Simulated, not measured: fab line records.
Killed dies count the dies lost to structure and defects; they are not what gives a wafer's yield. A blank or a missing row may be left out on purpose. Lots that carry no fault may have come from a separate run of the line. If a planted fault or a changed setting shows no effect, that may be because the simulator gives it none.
Chamber matching | flow n5 finfet | rie diel-06 running N5_BEOL_M15_DESCUM_33: 4 sister chambers
The step chemistry O2, time 7.9 s. 4 wafers are shown with their chamber, then 6 later ones without.

WAFERS, EACH WITH ITS CHAMBER
wafer  | chamber | showerhead plenum p Torr (Torr)
L136.5 | 3       | 2.08
L138.2 | 0       | 2.19
L141.2 | 2       | 2.08
L141.6 | 1       | 2.11

WAFERS WITHOUT THEIR CHAMBER
wafer  | showerhead plenum p Torr (Torr)
L143.1 | 2.11
L143.2 | 2.08
L143.5 | 2.11
L154.1 | 2.18
L154.2 | 2.10
L154.6 | 2.07

WHICH CHAMBER EACH WENT THROUGH
wafer  | from the rows above          | in truth
L143.1 | 1                            | 1
L143.2 | can't be placed: 2 or 3      | 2
L143.5 | 1                            | 1
L154.1 | 0                            | 0
L154.2 | can't be placed: 1 or 2 or 3 | 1
L154.6 | can't be placed: 2 or 3      | 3
Placed correctly: 3 of 6. Cannot be placed on the basis of these rows: 3; the candidates contain the true chamber in 3. Number placed wrongly: 0.
How it was worked out, from the rows above alone: a wafer's distance from a chamber is the root of the sum, over the readings, of the square of ((its reading less the chamber's mean) divided by the reading's scatter). The wafer belongs to the nearest chamber; if the next one is less than 2 further off, it can't be placed. For every chamber, the mean is computed from those of its wafers that are shown. The scatter: root of mean squared gap, hidden wafer to nearest shown wafer, with one shown wafer a chamber.
